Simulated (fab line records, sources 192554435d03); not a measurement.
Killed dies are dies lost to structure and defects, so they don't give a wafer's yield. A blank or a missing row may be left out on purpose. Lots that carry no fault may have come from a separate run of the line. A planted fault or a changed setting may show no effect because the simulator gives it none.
Chamber matching -- flow n5_finfet -- N5_BEOL_M9_DESCUM_33 on rie_diel-06: 4 sister chambers
The step chemistry O2, time 7 s. 8 wafers are shown with their chamber, then 10 later ones without.

WAFERS, EACH WITH ITS CHAMBER
wafer,chamber,drypump_motor_current_A (A),throttle_valve_pct (%)
L082.4,0,6.4,20.24
L087.2,0,6.4,20.24
L087.3,2,6.7,20.41
L091.2,1,5.8,20.23
L091.4,3,5.5,20.73
L091.5,3,5.6,20.73
L092.1,2,6.7,20.42
L092.2,1,5.8,20.24

WAFERS WITH NO CHAMBER GIVEN
wafer,drypump_motor_current_A (A),throttle_valve_pct (%)
L092.3,6.4,20.25
L094.2,6.4,20.27
L094.3,5.7,20.25
L094.4,6.5,20.28
L093.1,5.5,20.75
L093.2,5.8,20.24
L093.4,5.6,20.75
L095.3,5.7,20.26
L095.4,6.7,20.45
L095.5,6.7,20.44

EACH ONE'S CHAMBER
wafer,from the rows above,in truth
L092.3,0,0
L094.2,0,0
L094.3,1,1
L094.4,0,0
L093.1,3,3
L093.2,1,1
L093.4,3,3
L095.3,1,1
L095.4,2,2
L095.5,2,2
Correctly placed: 10 of 10. Left unplaced by these rows: 0. Number placed wrongly: 0.
How it was worked out, from the rows above alone: a wafer's distance from a chamber is the root of the sum, over the readings, of the square of ((its reading less the chamber's mean) divided by the reading's scatter). If the next closest chamber is less than 2 further off than the closest, the wafer can't be placed; otherwise it belongs to the closest. For every chamber, the mean is computed from those of its wafers that are shown. The scatter: the root of (the sum of the squares of (reading less its chamber's mean) over the shown wafers, divided by (wafers less chambers)).
